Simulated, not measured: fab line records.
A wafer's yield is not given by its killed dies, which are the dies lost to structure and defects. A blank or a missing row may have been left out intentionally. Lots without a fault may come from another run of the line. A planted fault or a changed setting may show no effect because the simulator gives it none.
Comparing a struck lot with a sound one || flow nandHarc || 15 steps out of a route of 1302
Sound: the wafers L828.2, L828.3, L828.6. Wafers L832.2, L832.3, L832.6 were the ones struck. Last of all comes the cause.
Order at every step that has rows: each side's tool, ch and its chambers, its first start. Under that, the readings that differ: sound wafers || struck wafers || difference of the means || sigmas: that difference in standard deviations of wafers without a fault.
alike: words and numbers the same on both sides, and readings whose means are apart by under 2 such deviations; not compared: readings that were withheld, readings missing a value for some wafer, numbers with overlapping values and no deviation given by the record, and bounds like >300 which may hide the same value.
A row with sigmas, a row that says differs or no value, or rows on one side alone: a step with any of these is where the two part. Numbers that have no deviation but don't overlap get no sigmas and don't part them. A reading missing from all wafers of one side parts the sides only when that side holds two or more wafers.

first, 7 steps without rows for these wafers: NHARC_P_CONTACT_COAT_34 (time 65 s); NHARC_P_CONTACT_COAT_06 (resist thk 90 nm); NHARC_P_CONTACT_SOFTBAKE_07 (time 55 s); NHARC_P_CONTACT_EBR_08; NHARC_P_CONTACT_EXPOSE_09 (exposes mask P CA, target cd 90 nm); NHARC_P_CONTACT_PEB_10 (peb time 65 s); NHARC_P_CONTACT_DEVELOP_11 (develop time 35 s).
NHARC_P_CONTACT_CD_MEAS_12: the cd target is 90 nm.
  sound on cdSem-01 ch 0, day 7 06:22; struck on cdSem-02 ch 0, day 8 23:37
  alike: cdNm
NHARC_P_CONTACT_OVL_MEAS_13:
  sound: overlay-01 at day 7 06:26; struck: overlay-01 at day 8 23:42
{"reading": "overlayYNm (nm)", "sound": "-0.2 -0.6 -0.1", "struck": "1.6 1.5 1.2", "difference": "+1.7", "sigmas": "+3"}
  alike: overlayXNm
NHARC_P_CONTACT_INSPECT_14:
  sound: defectInspect-02 at day 7 06:29; struck: defectInspect-02 at day 8 23:44
  alike: rawDefectCount
NHARC_P_CONTACT_DESCUM_17: chemistry O2, time 3 s.
  sound on rieDiel-06 ch 1,2,3, day 7 06:33; struck on rieDiel-06 ch 1,2,3, day 8 23:49
  alike: drypumpMotorCurrentA, oesProductAu, rfVppV, showerheadPlenumPTorr, throttleValvePct
  not compared: rfHoursCounterH
NHARC_P_CONTACT_ETCH_35: etches the open film in CF4, target depth 39 nm, time 65 s.
  sound on rieDiel-06 ch 0,2, day 7 06:37; struck on rieDiel-06 ch 1,3, day 8 23:53
  alike: drypumpMotorCurrentA, oesProductAu, rfVppV, runLengthS, showerheadPlenumPTorr, throttleValvePct
  not compared: rfHoursCounterH
NHARC_P_CONTACT_ETCH_36: etches the open film in N2/H2, target depth 260 nm, time 406.25 s.
  sound on rieDiel-06 ch 1,2,3, day 7 06:45; struck on rieDiel-06 ch 2,3, day 8 23:59
{"reading": "runLengthS (s)", "sound": "427.1 427.9 427.4", "struck": "329.8 330.4 330.6", "difference": -97.2, "sigmas": "-99 or more"}
  alike: drypumpMotorCurrentA, n2FlowSccm, oesProductAu, rfVppV, showerheadPlenumPTorr, throttleValvePct
  not compared: rfHoursCounterH
NHARC_P_CONTACT_ETCH_18: etches the open film in C4F8/O2/Ar, target depth 481 nm, time 240.5 s.
  sound: rieDiel-06 ch 0,2,3; struck: rieDiel-06 ch 2,3
  alike: oesProductAu, rfVppV, runLengthS
  not compared: rfHoursCounterH
-- jump in the record: it breaks off in module P_CONTACT and resumes in module END (first step shown: number 1302 of the route), and 19 days separate the struck wafers' starts before and after --
NHARC_END_SORT_01:
  here the record holds rows for the struck wafers (prober-02 ch 0, day 27 19:01) but none for the sound ones

WHERE THEY PART
At NHARC_P_CONTACT_OVL_MEAS_13 first; at NHARC_END_SORT_01 last (within this record only).

WHY: what the simulator had put in
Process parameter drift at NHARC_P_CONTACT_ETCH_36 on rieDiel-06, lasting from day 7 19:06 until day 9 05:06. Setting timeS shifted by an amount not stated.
